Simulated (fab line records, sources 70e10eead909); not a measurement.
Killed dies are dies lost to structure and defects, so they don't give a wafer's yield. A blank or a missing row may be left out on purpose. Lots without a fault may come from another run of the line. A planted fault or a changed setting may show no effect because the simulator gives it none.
Chamber matching | flow nand_harc | NHARC_A_SGD_CUT_ETCH_58 on rie_diel-07: 4 sister chambers
The step etches the open film in CF4, target depth 39 nm, time 65 s. 18 wafers are shown with their chamber, then 9 later ones without.

WAFERS WITH THEIR CHAMBER
wafer  | chamber | oes_product_au (a.u.) | rf_vpp_V (V) | throttle_valve_pct (%)
L076.1 | 3       | 1.003                 | 151.0        | 13.274
L076.3 | 1       | 0.989                 | 149.9        | 13.288
L076.5 | 1       | 0.989                 | 150.5        | 13.274
L078.3 | 3       | 1.002                 | 152.2        | 13.283
L078.4 | 0       | 0.992                 | 151.1        | 13.284
L078.6 | 2       | 0.992                 | 152.2        | 13.285
L081.3 | 2       | 1.020                 | 150.3        | 13.283
L081.4 | 0       | 1.015                 | 153.0        | 13.291
L081.6 | 3       | 0.999                 | 152.2        | 13.283
L080.2 | 3       | 1.009                 | 150.3        | 13.281
L080.3 | 0       | 1.010                 | 152.1        | 13.290
L080.4 | 2       | 1.015                 | 149.0        | 13.305
L083.1 | 0       | 0.998                 | 152.5        | 13.284
L083.2 | 2       | 1.012                 | 151.7        | 13.288
L083.5 | 3       | 1.000                 | 153.3        | 13.274
L085.2 | 3       | 1.011                 | 150.9        | 13.293
L085.5 | 3       | 1.014                 | 151.4        | 13.277
L085.6 | 2       | 1.002                 | 149.2        | 13.285

SIGNATURES (means of the wafers above)
reading            | chamber 0 | chamber 1 | chamber 2 | chamber 3 | scatter within a chamber
oes_product_au     | 1.00375   | 0.98900   | 1.00820   | 1.00543   | 0.00863
rf_vpp_V           | 152.175   | 150.200   | 150.480   | 151.614   | 1.09
throttle_valve_pct | 13.28725  | 13.28100  | 13.28920  | 13.28071  | 0.00723
Rule: a wafer's distance from a chamber is the root of the sum, over the readings, of the square of ((its reading less the chamber's mean) divided by the reading's scatter). The wafer belongs to the nearest chamber; if the next one is less than 2 further off, it can't be placed. The scatter: the root of (the sum of the squares of (reading less its chamber's mean) over the shown wafers, divided by (wafers less chambers)).

WAFERS WITHOUT THEIR CHAMBER
wafer  | oes_product_au (a.u.) | rf_vpp_V (V) | throttle_valve_pct (%)
L087.1 | 0.996                 | 150.5        | 13.295
L087.2 | 1.022                 | 150.5        | 13.296
L087.3 | 1.011                 | 152.0        | 13.279
L093.1 | 0.992                 | 149.4        | 13.278
L093.3 | 0.973                 | 151.0        | 13.274
L093.4 | 1.003                 | 149.9        | 13.285
L097.1 | 1.009                 | 151.8        | 13.303
L097.3 | 0.977                 | 151.0        | 13.277
L097.4 | 0.996                 | 150.3        | 13.284

WHICH CHAMBER EACH WENT THROUGH
wafer  | from the rows above               | in truth
L087.1 | can't be placed: 2 or 0 or 1 or 3 | 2
L087.2 | can't be placed: 2 or 0 or 3      | 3
L087.3 | can't be placed: 3 or 0 or 2      | 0
L093.1 | can't be placed: 1 or 3 or 2      | 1
L093.3 | can't be placed: 1 or 3 or 0      | 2
L093.4 | can't be placed: 2 or 3 or 1 or 0 | 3
L097.1 | can't be placed: 2 or 0 or 3 or 1 | 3
L097.3 | can't be placed: 1 or 3 or 0      | 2
L097.4 | can't be placed: 1 or 2 or 3 or 0 | 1
Placed correctly: 0 of 9. Can't be placed from these rows: 9 (the true chamber is among the candidates in 7). Placed wrongly: 0.
